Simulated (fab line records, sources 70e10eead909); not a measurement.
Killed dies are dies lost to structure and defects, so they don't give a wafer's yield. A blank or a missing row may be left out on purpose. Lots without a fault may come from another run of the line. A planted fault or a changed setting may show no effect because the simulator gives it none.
fab line records | flow nand_harc
record lots=7 wafers=21 last_day=23
route steps=1159 shown A_STAIRCASE@689 END@1159
lots that met no fault: from a run of the same line without faults
start_h: hours from the record's first day to the start of the lot's first wafer shown | wait_h: hours since the lot's step before | " the same as in the row above | L1.1+2: a row that stands for several wafers | - no value, or no start given | * or withheld: withheld | < > ~ a bound
route shown NAME@n: a module of which the file shows steps, and the number in the route of the first | usual: mean/standard deviation of fault-free wafers | same: alike in all rows | chamber/n: place in a boat | sites: the reading at each site | _std_site: their standard deviation | _edge_site: outer sites' mean less inner sites' | radius_mm: how far each site lies from the wafer's centre | mask NAME#n: copy n | behind: the tool/chamber that last shaped the wafer | hold: why the lot was held/for how many hours/how that ended | device: the transistor (n, p or np) that didn't switch | end of line: the same wafers' tests at the end of the route | a step without rows: its recipe alone | killed: dies lost to structure and defects at the first sort, not the wafer's yield | map: a wafer's dies, x killed, . not, _ none there
set.NAME: the setting as run; set.NAME@STEP: as run at that earlier step | model.NAME: the simulator's own value behind a step, which no gauge read
lots at some steps of the route; a table a step, a row a wafer
services: from which hour (start_h, from the record's first day; less than 0 if before it) a tool's chamber was out of use, for how many hours, and why
## steps
# step NHARC_A_STAIRCASE_HM_OPEN_463
# recipe o2_flow_sccm=400 cos_flow_sccm=20 ar_flow_sccm=0 rf_w=500 bias_w=300 chemistry=O2/COS
# usual bias_w=300.0/0.94 drypump_motor_current_A=5.8/0.43 oes_product_au=1.004/0.015 rf_vpp_V=467/4 showerhead_plenum_p_Torr=3.12/0.18 throttle_valve_pct=28.330/0.0088
# columns lot.wafer tool chamber start_h wait_h bias_w drypump_motor_current_A oes_product_au rf_hours_counter_h rf_vpp_V showerhead_plenum_p_Torr throttle_valve_pct
L691.1 rie_diel-01 3 - - 299.4 6.1 1.001 49 465 3.00 28.336
L691.5 " 1 " " 300.7 5.9 0.976 - 466 3.05 28.327
L691.6 " 2 " " 301.7 5.7 0.983 - 463 2.88 28.336
L700.2 rie_diel-13 1 - - 299.5 5.3 0.997 10 470 3.25 28.334
L700.1 " 2 " " 299.3 6.5 1.023 11 464 2.91 28.319
L700.5 " 3 " " 299.7 6.3 1.017 - 469 3.25 28.327
L699.4 rie_diel-12 3 - - 300.6 6.0 1.025 37 462 2.93 28.327
L699.3 " 1 " " 300.4 6.1 1.014 33 463 3.02 28.328
L699.5 " 2 " " 299.8 6.2 1.007 - 463 2.93 28.325
L697.2 rie_diel-12 0 - - 301.1 5.1 0.986 38 471 3.35 28.335
L697.1 " 1 " " 300.4 6.1 1.017 34 464 3.02 28.345
L697.5 " 0 " " 299.3 5.2 0.986 - 473 3.35 28.321
L708.1 rie_diel-01 1 - - 299.7 5.9 0.979 17 464 3.04 28.331
L708.2 " 2 " " 300.4 5.7 0.998 15 472 3.36 28.340
L708.5 " 3 " " 300.0 6.0 0.989 - 465 2.98 28.325
L710.2 rie_diel-13 1 - - 301.4 5.3 1.010 32 469 3.23 28.327
L710.3 " 2 " " 298.7 6.4 1.023 33 463 2.90 28.328
L710.1 " 0 " " 298.5 5.5 1.012 36 470 3.32 28.322
L709.2 rie_diel-13 1 - - 301.3 5.3 1.010 36 469 3.23 28.321
L709.5 " 3 " " 299.2 6.3 1.016 - 469 3.23 28.329
L709.6 " 0 " " 300.7 5.5 1.001 - 473 3.32 28.340
# step NHARC_A_STAIRCASE_STRIP_464
# recipe o2_flow_sccm=400 cos_flow_sccm=20 ar_flow_sccm=0 bias_w=0 chemistry=O2/COS
# step NHARC_A_STAIRCASE_ETCH_453
# recipe target_depth_a=300 overetch_a=30 time_s=16.5 ion_energy_ev=100 cf4_flow_sccm=80 o2_flow_sccm=20 ar_flow_sccm=0 rf_w=300 bias_w=100 chemistry=CF4/O2
# step NHARC_A_STAIRCASE_ETCH_315
# recipe target_depth_a=25000 time_s=607.1 ion_energy_ev=800 c4f8_flow_sccm=80 o2_flow_sccm=60 ar_flow_sccm=withheld rf_w=600 bias_w=3000 chemistry=C4F8/O2/Ar
# usual bias_w=3000/8.8 oes_product_au=0.937/0.015 rf_vpp_V=1825/15
# columns lot.wafer tool chamber start_h wait_h bias_w oes_product_au rf_hours_counter_h rf_vpp_V
L691.1 rie_diel-01 1 - - 2992 0.907 46 1822
L691.6 " 2 " " 3013 0.918 - 1807
L691.5 " 3 " " 3000 0.923 - 1817
L700.2 rie_diel-13 2 - - 3010 0.941 11 1809
L700.1 " 0 " " 3008 0.949 12 1844
L700.5 " 2 " " 3015 0.945 - 1809
L699.3 rie_diel-12 2 - - 2999 0.947 36 1811
L699.4 " 0 " " 3005 0.934 38 1846
L699.5 " 1 " " 3001 0.966 - 1818
L697.2 rie_diel-12 0 - - 2994 0.919 39 1845
L697.1 " 1 " " 3001 0.951 34 1819
L697.5 " 2 " " 3000 0.945 - 1812
L708.1 rie_diel-01 3 - - 2995 0.928 18 1815
L708.2 " 2 " " 3013 0.933 15 1846
L708.5 " 3 " " 2980 0.926 - 1815
L710.3 rie_diel-13 0 - - 2998 0.955 37 1842
L710.1 " 1 " " 3006 0.945 33 1836
L710.2 " 2 " " 2999 0.946 33 1809
L709.2 rie_diel-13 1 - - 2993 0.933 36 1835
L709.6 " 2 " " 2984 0.946 - 1808
L709.5 " 3 " " 2996 0.942 - 1834
# step NHARC_A_STAIRCASE_STRIP_316
# recipe o2_flow_sccm=500 ar_flow_sccm=0 bias_w=0 chemistry=O2
# step NHARC_A_STAIRCASE_STRIP_317
# recipe time_s=900 temp_c=130 chemistry=SPM
# step NHARC_A_STAIRCASE_PRECLEAN_318
# recipe time_s=* temp_c=50 bath_age_min=0 chemistry=SC1
# step NHARC_A_STAIRCASE_SRD_329
# step NHARC_A_STAIRCASE_ALD_415
# recipe target_thk_a=300 pulse_time_s=6 ald_cycles=300 temp_c=300 material=SiO2
# usual heater_power_w=490/63 precursor_pulse_height_rel=1.001/0.021
# columns lot.wafer tool chamber start_h wait_h heater_power_w precursor_pulse_height_rel
L691.1 ald_hk-02 1 276.12 0.1 427 0.986
L691.5 " 1 " " 422 1.004
L691.6 " 2 " " 512 1.011
L699.3 ald_hk-02 2 315.67 0.3 501 1.010
L699.4 " 3 " " 440 0.971
L699.5 " 2 " " 506 1.025
L700.1 ald_hk-04 2 317.07 0.5 413 1.005
L700.2 " 3 " " 556 1.005
L700.5 " 0 " " 413 0.984
L697.2 ald_hk-02 2 317.14 0.1 490 1.016
L697.1 " 3 " " 440 1.025
L697.5 " 2 " " 502 1.016
L708.2 ald_hk-02 1 367.78 0.1 423 0.992
L708.1 " 3 " " 448 1.020
L708.5 " 2 " " 497 1.036
L710.1 ald_hk-02 0 375.74 0.1 606 0.979
L710.3 " 2 " " 497 1.035
L710.2 " 3 " " 449 0.977
L709.2 ald_hk-04 2 382.83 0.5 413 1.020
L709.5 " 0 " " 406 0.970
L709.6 " 1 " " 546 1.020
# step NHARC_A_STAIRCASE_ETCHBACK_416
# recipe target_depth_a=360 time_s=7.2 c4f8_flow_sccm=withheld o2_flow_sccm=8 ar_flow_sccm=withheld rf_w=600 bias_w=800 chemistry=C4F8/O2/Ar
# usual bias_w=800.3/2.4 oes_product_au=0.934/0.024 rf_vpp_V=723/6.1
# columns lot.wafer tool chamber start_h wait_h bias_w oes_product_au rf_hours_counter_h rf_vpp_V
L691.1 rie_diel-01 0 - - 805.2 0.936 40 716
L691.5 " 2 " " 800.3 0.908 - 715
L691.6 " 3 " " 802.3 0.924 - 719
L699.4 rie_diel-12 1 - - 798.5 0.942 34 720
L699.3 " 3 " " 798.5 0.940 38 717
L699.5 " 1 " " 804.2 0.943 - 720
L700.2 rie_diel-13 0 - - 802.1 0.948 15 731
L700.1 " 2 " " 807.6 0.942 13 717
L700.5 " 1 " " 798.1 0.927 - 728
L697.2 rie_diel-12 1 - - 799.4 0.945 35 720
L697.1 " 0 " " 803.0 0.919 40 730
L697.5 " 2 " " 799.6 0.935 - 716
L708.1 rie_diel-01 3 - - 805.1 0.929 18 719
L708.2 " 0 " " 796.4 0.930 18 732
L708.5 " 2 " " 802.5 0.933 - 731
L710.3 rie_diel-01 0 - - 800.3 0.914 21 733
L710.1 " 1 " " 801.2 0.913 18 722
L710.2 " 3 " " 796.5 0.923 21 718
L709.2 rie_diel-01 1 - - 799.8 0.908 21 722
L709.6 " 3 " " 797.8 0.927 - 717
L709.5 " 0 " " 800.9 0.918 - 730
# step NHARC_A_STAIRCASE_STRIP_476
# recipe time_s=20 o2_flow_sccm=500 ar_flow_sccm=0 bias_w=0 chemistry=O2
# usual drypump_motor_current_A=5.8/0.39 oes_product_au=1.004/0.015 rf_vpp_V=57.8/0.83 showerhead_plenum_p_Torr=3.53/0.2 throttle_valve_pct=17.037/0.0096
# same bias_w=0
# columns lot.wafer tool chamber start_h wait_h drypump_motor_current_A oes_product_au rf_hours_counter_h rf_vpp_V showerhead_plenum_p_Torr throttle_valve_pct
L691.1 rie_diel-01 0 278.30 0.1 5.4 0.998 40 56.7 3.28 17.046
L691.6 " 0 " " 5.4 1.009 - 58.4 3.28 17.033
L691.5 " 1 " " 5.8 0.982 - 58.7 3.45 17.057
L699.4 rie_diel-12 3 317.66 0.1 6.0 1.021 38 58.8 3.31 17.045
L699.3 " 1 " " 6.1 1.029 35 58.6 3.41 17.034
L699.5 " 3 " " 6.0 1.025 - 58.8 3.31 17.042
L700.2 rie_diel-13 0 318.77 0.1 5.5 1.025 15 58.9 3.76 17.055
L700.1 " 3 " " 6.3 1.003 16 59.4 3.67 17.049
L700.5 " 0 " " 5.5 1.017 - 58.6 3.76 17.039
L697.1 rie_diel-12 3 319.37 0.1 6.0 1.022 39 57.1 3.31 17.031
L697.2 " 0 " " 5.2 0.987 40 58.9 3.78 17.046
L697.5 " 1 " " 6.1 1.023 - 57.8 3.41 17.035
L708.2 rie_diel-01 2 369.97 0.1 5.6 1.008 16 57.9 3.79 17.037
L708.1 " 0 " " 5.4 0.997 18 58.6 3.80 17.027
L708.5 " 0 " " 5.4 0.994 - 57.8 3.80 17.021
L710.1 rie_diel-01 1 377.94 0.1 5.9 0.988 18 56.9 3.43 17.034
L710.2 " 3 " " 6.1 0.984 21 57.5 3.37 17.031
L710.3 " 0 " " 5.4 0.993 21 58.1 3.80 17.052
L709.2 rie_diel-01 3 384.56 0.1 6.1 0.998 23 57.2 3.37 17.044
L709.6 " 3 " " 6.1 1.004 - 57.6 3.37 17.047
L709.5 " 0 " " 5.4 0.994 - 57.5 3.79 17.047
# step NHARC_A_STAIRCASE_DEP_417
# recipe target_thk_a=600 step_coverage_pct=20 temp_c=400 target_thk_nm=60 flow_sccm=200 rf_w=450 material=Si3N4
# usual heater_power_outer_w=403/53 heater_power_w=691/74
# columns lot.wafer tool chamber start_h wait_h heater_power_outer_w heater_power_w
L691.1 pecvd-02 2 278.44 - 524 849
L691.6 " 1 " " 446 674
L691.5 " 2 " " 527 842
L699.3 pecvd-04 0 317.84 - - -
L699.5 " 2 " " - -
L699.4 " 0 " " - -
L700.1 pecvd-02 0 318.87 - - -
L700.2 " 2 " " - -
L700.5 " 0 " " - -
L697.2 pecvd-01 1 319.51 - - -
L697.1 " 2 " " - -
L697.5 " 2 " " - -
L708.2 pecvd-01 1 370.07 - 434 804
L708.1 " 2 " " 384 601
L708.5 " 0 " " 434 738
L710.1 pecvd-01 2 378.03 - 365 577
L710.2 " 0 " " 432 726
L710.3 " 1 " " 409 773
L709.2 pecvd-02 1 384.68 - 451 696
L709.6 " 1 " " 450 685
L709.5 " 0 " " 392 689
# step NHARC_A_STAIRCASE_WET_418
# recipe temp_c=160 target_depth_a=200 chemistry=H3PO4
# step NHARC_END_SORT_01
# recipe temp_c=25
# usual killed_at_array=26/9.7 killed_at_other=1.0/1.2 killed_at_periphery=3.9/2.6 killed_dies=31/9.7 killed_open=3.2/1.8 killed_short=2.0/1.3
# same gross_dies=677
# columns lot.wafer tool chamber start_h wait_h killed_at_array killed_at_other killed_at_periphery killed_dies killed_open killed_short
L700.1 prober-02 0 484.28 2.5 666 0 11 677 5 0
L700.2 prober-02 0 485.09 2.8 673 2 2 677 1 2
L700.5 prober-02 0 487.53 3.7 675 0 2 677 1 5
L699.3 prober-01 0 497.91 3.1 673 1 3 677 3 3
L699.4 prober-01 0 498.71 3.4 672 2 3 677 5 1
L699.5 prober-01 0 499.50 3.7 675 1 1 677 3 4
L697.1 prober-02 0 499.86 2.5 675 0 2 677 1 1
L697.2 prober-02 0 500.66 2.8 676 0 1 677 5 1
L697.5 prober-02 0 503.04 3.7 675 0 2 677 2 2
L708.1 prober-02 0 550.06 2.5 22 0 8 30 2 5
L708.2 prober-02 0 550.85 2.8 20 1 3 24 2 3
L708.5 prober-02 0 553.25 3.7 16 0 5 21 1 1
L710.1 prober-02 0 557.86 2.5 27 2 2 31 0 1
L710.2 prober-02 0 558.67 2.8 28 0 3 31 4 4
L710.3 prober-02 0 559.47 3.1 25 0 3 28 4 0
L709.2 prober-01 0 558.46 2.8 47 2 1 50 5 2
L709.5 prober-01 0 560.88 3.7 44 0 2 46 6 2
L709.6 prober-01 0 561.69 4.0 38 1 5 44 2 4
# killed by level:class
L700.1 A_STAIRCASE:area_dep=638 A_CHANNEL_HOLE_D1:chamber_film_flake=17 P_M1:chamber_film_flake=6 A_CONTACT:chamber_film_flake=5 A_STAIRCASE:chamber_film_flake=3 A_CONTACT:geometric_particle:open=2 P_GATE:geometric_particle:open=1 P_M2:geometric_particle:open=1
L700.2 A_STAIRCASE:area_dep=649 A_CHANNEL_HOLE_D1:chamber_film_flake=16 A_CONTACT:chamber_film_flake=5 A_CHANNEL_FILL_D1:geometric_particle:short=2 THIN_TSV:chamber_film_flake=2 P_GATE:geometric_particle:open=1 P_ZERO_WELL:chamber_film_flake=1 A_WL_FILL:chamber_film_flake=1
L700.5 A_STAIRCASE:area_dep=654 A_CHANNEL_HOLE_D1:chamber_film_flake=12 A_CHANNEL_FILL_D1:geometric_particle:short=2 A_WL_FILL:geometric_particle:short=2 A_CONTACT:chamber_film_flake=2 P_M0:geometric_particle:open=1 A_SOURCE_PLATE:geometric_particle:short=1 P_ZERO_WELL:chamber_film_flake=1
L699.3 A_STAIRCASE:area_dep=642 A_SLIT:chamber_film_flake=10 A_CONTACT:chamber_film_flake=9 A_CHANNEL_HOLE_D1:chamber_film_flake=6 P_STI:geometric_particle:short=1 P_M0:geometric_particle:open=1 A_ZERO_WELL:chamber_film_flake=1 A_ONON_D1:geometric_particle:open=1
L699.4 A_STAIRCASE:area_dep=651 A_SLIT:chamber_film_flake=8 A_CONTACT:chamber_film_flake=3 A_CHANNEL_FILL_D1:geometric_particle:open=2 A_CHANNEL_HOLE_D1:chamber_film_flake=2 A_STAIRCASE:chamber_film_flake=2 THIN_TSV:chamber_film_flake=2 P_CONTACT:geometric_particle:open=1
L699.5 A_STAIRCASE:area_dep=651 A_SLIT:chamber_film_flake=12 A_CHANNEL_HOLE_D1:chamber_film_flake=2 A_STAIRCASE:chamber_film_flake=2 P_STI:geometric_particle:short=1 A_CHANNEL_FILL_D1:geometric_particle:short=1 A_WL_FILL:geometric_particle:short=1 A_CONTACT:geometric_particle:open=1
L697.1 A_STAIRCASE:area_dep=668 A_CHANNEL_HOLE_D1:chamber_film_flake=3 P_CONTACT:geometric_particle:short=1 A_BLC:geometric_particle:open=1 P_ZERO_WELL:chamber_film_flake=1 A_STAIRCASE:chamber_film_flake=1 A_WL_FILL:chamber_film_flake=1 A_CONTACT:chamber_film_flake=1
L697.2 A_STAIRCASE:area_dep=660 A_CONTACT:chamber_film_flake=5 A_CONTACT:geometric_particle:open=3 A_CHANNEL_HOLE_D1:chamber_film_flake=2 A_STAIRCASE:chamber_film_flake=2 A_CHANNEL_FILL_D1:geometric_particle:open=1 A_WL_FILL:geometric_particle:short=1 A_M0:geometric_particle:open=1
L697.5 A_STAIRCASE:area_dep=658 A_CONTACT:chamber_film_flake=8 A_CHANNEL_HOLE_D1:chamber_film_flake=5 A_ONON_D1:geometric_particle:open=1 A_ONON_D1:geometric_particle:short=1 A_CHANNEL_FILL_D1:geometric_particle:open=1 A_CONTACT:geometric_particle:short=1 P_ZERO_WELL:chamber_film_flake=1
L708.1 A_CHANNEL_HOLE_D1:chamber_film_flake=7 A_CONTACT:chamber_film_flake=6 P_GATE:chamber_film_flake=4 A_M1:chamber_film_flake=4 A_WL_FILL:geometric_particle:short=2 P_CONTACT:geometric_particle:short=1 P_M1:geometric_particle:open=1 P_M2:geometric_particle:short=1
L708.2 A_CHANNEL_HOLE_D1:chamber_film_flake=6 A_CONTACT:chamber_film_flake=5 P_GATE:chamber_film_flake=3 A_M1:chamber_film_flake=3 A_STAIRCASE:chamber_film_flake=2 A_STAIRCASE:geometric_particle:open=1 A_WL_FILL:geometric_particle:short=1 A_CONTACT:geometric_particle:open=1
L708.5 A_CONTACT:chamber_film_flake=6 A_CHANNEL_HOLE_D1:chamber_film_flake=4 P_GATE:chamber_film_flake=4 P_M0:geometric_particle:short=1 A_CONTACT:geometric_particle:open=1 A_CHANNEL_FILL_D1:chamber_film_flake=1 A_STAIRCASE:chamber_film_flake=1 A_SLIT:chamber_film_flake=1
L710.1 A_CHANNEL_HOLE_D1:chamber_film_flake=23 P_ZERO_WELL:chamber_film_flake=2 THIN_TSV:chamber_film_flake=2 A_CONTACT:chamber_film_flake=2 A_M0:geometric_particle:short=1 A_ZERO_WELL:chamber_film_flake=1
L709.2 A_SLIT:chamber_film_flake=19 A_CHANNEL_HOLE_D1:chamber_film_flake=5 A_CONTACT:chamber_film_flake=4 A_BLC:chamber_film_flake=4 A_WL_FILL:chamber_film_flake=3 A_CONTACT:geometric_particle:open=2 A_STAIRCASE:chamber_film_flake=2 A_M1:chamber_film_flake=2
L710.2 A_CHANNEL_HOLE_D1:chamber_film_flake=16 A_STAIRCASE:chamber_film_flake=3 A_CONTACT:chamber_film_flake=2 P_M0:geometric_particle:open=1 P_M0:geometric_particle:short=1 A_ONON_D1:geometric_particle:short=1 A_SGD_CUT:geometric_particle:open=1 A_CONTACT:geometric_particle:open=1
L710.3 A_CHANNEL_HOLE_D1:chamber_film_flake=19 P_ZERO_WELL:chamber_film_flake=2 A_CONTACT:chamber_film_flake=2 P_CONTACT:geometric_particle:open=1 A_CONTACT:geometric_particle:open=1 A_BLC:geometric_particle:open=1 A_M0:geometric_particle:open=1 A_STAIRCASE:chamber_film_flake=1
L709.5 A_SLIT:chamber_film_flake=12 A_CHANNEL_HOLE_D1:chamber_film_flake=9 A_CONTACT:chamber_film_flake=7 A_SGD_CUT:chamber_film_flake=4 A_ONON_D1:geometric_particle:open=2 A_M1:chamber_film_flake=2 P_GATE:geometric_particle:open=1 A_ONON_D1:geometric_particle:short=1
L709.6 A_SLIT:chamber_film_flake=13 A_CHANNEL_HOLE_D1:chamber_film_flake=5 A_STAIRCASE:chamber_film_flake=4 A_CONTACT:chamber_film_flake=4 A_BLC:chamber_film_flake=4 A_SGD_CUT:chamber_film_flake=3 A_CONTACT:geometric_particle:short=2 P_ZERO_WELL:chamber_film_flake=2
# map L697.1 (x killed, . not)
____________x____________
_________xxxxxxx_________
_______xxxxxxxxxxx_______
______xxxxxxxxxxxxx______
_____xxxxxxxxxxxxxxx_____
____xxxxxxxxxxxxxxxxx____
____xxxxxxxxxxxxxxxxx____
___xxxxxxxxxxxxxxxxxxx___
___xxxxxxxxxxxxxxxxxxx___
__xxxxxxxxxxxxxxxxxxxxx__
__xxxxxxxxxxxxxxxxxxxxx__
_xxxxxxxxxxxxxxxxxxxxxxx_
_xxxxxxxxxxxxxxxxxxxxxxx_
_xxxxxxxxxxxxxxxxxxxxxxx_
_xxxxxxxxxxxxxxxxxxxxxxx_
_xxxxxxxxxxxxxxxxxxxxxxx_
xxxxxxxxxxxxxxxxxxxxxxxxx
xxxxxxxxxxxxxxxxxxxxxxxxx
xxxxxxxxxxxxxxxxxxxxxxxxx
xxxxxxxxxxxxxxxxxxxxxxxxx
xxxxxxxxxxxxxxxxxxxxxxxxx
_xxxxxxxxxxxxxxxxxxxxxxx_
_xxxxxxxxxxxxxxxxxxxxxxx_
_xxxxxxxxxxxxxxxxxxxxxxx_
_xxxxxxxxxxxxxxxxxxxxxxx_
_xxxxxxxxxxxxxxxxxxxxxxx_
__xxxxxxxxxxxxxxxxxxxxx__
__xxxxxxxxxxxxxxxxxxxxx__
___xxxxxxxxxxxxxxxxxxx___
___xxxxxxxxxxxxxxxxxxx___
____xxxxxxxxxxxxxxxxx____
____xxxxxxxxxxxxxxxxx____
_____xxxxxxxxxxxxxxx_____
______xxxxxxxxxxxxx______
_______xxxxxxxxxxx_______
_________xxxxxxx_________
____________x____________
# map L699.3 (x killed, . not)
____________x____________
_________xxxxxxx_________
_______xxxxxxxxxxx_______
______xxxxxxxxxxxxx______
_____xxxxxxxxxxxxxxx_____
____xxxxxxxxxxxxxxxxx____
____xxxxxxxxxxxxxxxxx____
___xxxxxxxxxxxxxxxxxxx___
___xxxxxxxxxxxxxxxxxxx___
__xxxxxxxxxxxxxxxxxxxxx__
__xxxxxxxxxxxxxxxxxxxxx__
_xxxxxxxxxxxxxxxxxxxxxxx_
_xxxxxxxxxxxxxxxxxxxxxxx_
_xxxxxxxxxxxxxxxxxxxxxxx_
_xxxxxxxxxxxxxxxxxxxxxxx_
_xxxxxxxxxxxxxxxxxxxxxxx_
xxxxxxxxxxxxxxxxxxxxxxxxx
xxxxxxxxxxxxxxxxxxxxxxxxx
xxxxxxxxxxxxxxxxxxxxxxxxx
xxxxxxxxxxxxxxxxxxxxxxxxx
xxxxxxxxxxxxxxxxxxxxxxxxx
_xxxxxxxxxxxxxxxxxxxxxxx_
_xxxxxxxxxxxxxxxxxxxxxxx_
_xxxxxxxxxxxxxxxxxxxxxxx_
_xxxxxxxxxxxxxxxxxxxxxxx_
_xxxxxxxxxxxxxxxxxxxxxxx_
__xxxxxxxxxxxxxxxxxxxxx__
__xxxxxxxxxxxxxxxxxxxxx__
___xxxxxxxxxxxxxxxxxxx___
___xxxxxxxxxxxxxxxxxxx___
____xxxxxxxxxxxxxxxxx____
____xxxxxxxxxxxxxxxxx____
_____xxxxxxxxxxxxxxx_____
______xxxxxxxxxxxxx______
_______xxxxxxxxxxx_______
_________xxxxxxx_________
____________x____________
## services
# columns tool chamber start_h hours kind
ald_hk-02 - 255.91 1.1 repair
rie_diel-01 0 269.45 - clean
rie_diel-01 1 269.45 - clean
rie_diel-01 2 269.45 - clean
rie_diel-01 3 269.45 - clean
rie_diel-13 - 276.00 9.0 pm
ald_hk-02 - 280.66 10.0 pm
rie_diel-01 2 289.38 - consumable_replace:showerhead
rie_diel-01 2 289.38 9.0 scheduled_down
rie_diel-01 2 289.38 9.0 vent_cycle
rie_diel-01 0 294.02 - clean
rie_diel-01 1 294.02 - clean
rie_diel-01 3 294.02 - clean
rie_diel-01 - 316.00 9.0 pm
rie_diel-01 0 316.00 9.0 vent_cycle
rie_diel-01 1 316.00 9.0 vent_cycle
rie_diel-01 2 316.00 9.0 vent_cycle
rie_diel-01 3 316.00 9.0 vent_cycle
rie_diel-01 0 325.00 - clean
pecvd-02 - 334.07 13.0 pm
ald_hk-04 - 339.55 1.0 repair
rie_diel-01 1 369.10 7.0 repair
pecvd-04 - 376.11 13.0 pm
rie_diel-12 - 379.58 9.0 pm
## key
first_sign step=NHARC_A_STAIRCASE_DEP_417 reading=tool_record direction=missing
effect step=NHARC_END_SORT_01 reading=killed_at_array direction=up sigmas=67 usual=26 struck=673
more_kills_born_at NHARC_A_STAIRCASE_DEP_417@pecvd-01=1986 NHARC_A_STAIRCASE_DEP_417@pecvd-04=1944 NHARC_A_STAIRCASE_DEP_417@pecvd-02=1941
met_at NHARC_A_STAIRCASE_DEP_417
struck_wafers L697.1,L697.2,L697.5,L699.3,L699.4,L699.5,L700.1,L700.2,L700.5
later_rows_left_out L697.1,L697.2,L697.5,L699.3,L699.4,L699.5,L700.1,L700.2,L700.5
tester_left_out L697,L699,L700
onset_between 278.44 317.84
fault kind=skipped_step_whole tool=pecvd-01,pecvd-02,pecvd-04 chamber=- onset_h=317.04 steps=NHARC_A_STAIRCASE_DEP_417 scope=struck_lots_only
# tester_left_out: of these lots the tester's yield and bins aren't shown, on N5 and GAA mostly nor the transistor test; their killed dies are dies lost to structure and defects alone, not to doping, threshold or leakage, so they don't give the yield
# later_rows_left_out: the simulator's readings of these wafers behind a module that went badly wrong aren't trusted and aren't shown, but for the sort
